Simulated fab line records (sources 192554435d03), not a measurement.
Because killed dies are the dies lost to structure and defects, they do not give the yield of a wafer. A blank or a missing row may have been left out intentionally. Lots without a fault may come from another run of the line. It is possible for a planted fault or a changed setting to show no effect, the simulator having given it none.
A struck lot beside a sound one -- flow n5_finfet -- 16 steps out of a route of 1938
Sound: wafers L304.1, L304.4, L304.5. Struck: wafer L322.4; the same lot's L322.1 was not struck, so it is left out; see the end for the cause.
At each step with rows: each side's tool, then ch and its chambers, then its first start. Under that, the readings that differ: sound wafers -- struck wafers -- difference of the means -- sigmas: that difference in standard deviations of wafers without a fault.
alike: a reading whose means differ by less than 2 such deviations, as well as words and numbers matching on both sides. not compared: withheld readings; readings where some wafer has no value; bounds like >300 that might hide an equal value; numbers whose values overlap and for which the record gives no deviation.
The two part at a step that has a row with sigmas, a row that says differs or no value, or rows on one side only. Numbers that have no deviation but don't overlap get no sigmas and don't part them. A reading missing from all wafers of one side parts the sides only when that side holds two or more wafers.

N5_BEOL_M14_TRENCH_ETCH_34: etches SiO2 in C4F8/O2/Ar, target depth 556.65 nm, time 126.9 s.
  sound on rie_diel-06 ch 0,1,3, day 12 01:19; struck on rie_diel-06 ch 2, day 16 08:03
reading,sound,struck,difference,sigmas
C4F8_flow_sccm (sccm),16.02 15.98 15.92,16.08,+0.11,+2
O2_flow_sccm (sccm),12.07 12.03 12.03,11.96,-0.08,-2
drypump_motor_current_A (A),6.4 6.4 5.8,4.9,-1.3,-3
oes_ar_750_au (a.u.),0.75 0.73 0.77,0.91,+0.16,+2
oes_product_au (a.u.),0.76 0.72 0.75,0.93,+0.19,+2
rf_vpp_V (V),2279 2233 2207,2159,-81,-2
  alike: he_outer_torr, showerhead_plenum_p_Torr, throttle_valve_pct
  not compared: rf_hours_counter_h
then, 1 step without rows for these wafers: N5_BEOL_M14_STRIP_70 (strips in C4F8/O2/Ar).
N5_BEOL_M14_OCD_MEAS_35:
  sound on ocd-01, day 12 01:28; struck on ocd-02, day 16 08:12
  alike: trench_depth_nm
then, 1 step without rows for these wafers: N5_BEOL_M14_STRIP_37 (strips in O2).
N5_BEOL_M14_ETCH_38: etches SiCN in CF4/N2, target depth 106.5 nm, time 120.6 s.
  sound: rie_diel-02 ch 0,3; struck: rie_diel-02 ch 3
  alike: drypump_motor_current_A, oes_product_au, rf_vpp_V, showerhead_plenum_p_Torr, throttle_valve_pct
  not compared: rf_hours_counter_h
then, 3 steps without rows for these wafers: N5_BEOL_M14_PRECLEAN_39 (cleans in residue remover, time 60 s); N5_BEOL_M14_SRD_40 (time 30 s, dry time 30 s); N5_BEOL_M14_DEGAS_41 (time 60 s).
N5_BEOL_M14_PRE_CLEAN_42: time 30 s.
  sound on pvd_sputter-01, day 12 04:46; struck on pvd_sputter-03, day 16 09:19
  alike: heater_power_w
N5_BEOL_M14_SPUTTER_43: material TaN, target thk 15 nm, time 24.19 s.
  sound on pvd_sputter-01, day 12 04:48; struck on pvd_sputter-03, day 16 09:22
  alike: throttle_valve_pct
then, 1 step without rows for these wafers: N5_BEOL_M14_SPUTTER_44 (material Ta, target thk 15 nm, time 24.19 s).
N5_BEOL_M14_SPUTTER_45: material Cu, target thk 100 nm, time 16.67 s.
  sound on pvd_sputter-01, day 12 04:58; struck on pvd_sputter-03, day 16 09:31
  alike: chuck_gas_flow_sccm, throttle_valve_pct
N5_BEOL_M14_ECD_47: material Cu, target thk 1248 nm.
  sound on ecd_cu-01 ch 0,1, day 12 05:05; struck on ecd_cu-01 ch 0, day 16 09:38
reading,sound,struck,difference,sigmas
model.Cu_of_BEOL_M14_ECD_47.thk_nm (nm),1247 1241 1249,526.2,-719.5,
then, 1 step without rows for these wafers: N5_BEOL_M14_ANNEAL_48 (time 90 s).
N5_BEOL_M14_CMP_49: polishes, stops on SiO2, t overpolish 5.2 s, target thk 560 nm.
  sound on cmp-03 ch 0,2, day 12 06:11; struck on cmp-02 ch 1, day 16 10:10
reading,sound,struck,difference,sigmas
time_to_endpoint_s (s),116 126 117,50,-70,-15
  alike: motor_current_A
  not compared: model.Cu_of_BEOL_M14_ECD_47.thk_nm
N5_BEOL_M14_THK_MEAS_50: measures by xrf.
  sound on film_metro-01, day 12 06:27; struck on film_metro-01, day 16 10:26
  alike: M14_THK

## WHERE THEY PART
At N5_BEOL_M14_TRENCH_ETCH_34 first; at N5_BEOL_M14_CMP_49 last (within this record only). Later steps at which nothing parts them and some readings are alike: N5_BEOL_M14_THK_MEAS_50.

WHY: whatever the simulator had introduced
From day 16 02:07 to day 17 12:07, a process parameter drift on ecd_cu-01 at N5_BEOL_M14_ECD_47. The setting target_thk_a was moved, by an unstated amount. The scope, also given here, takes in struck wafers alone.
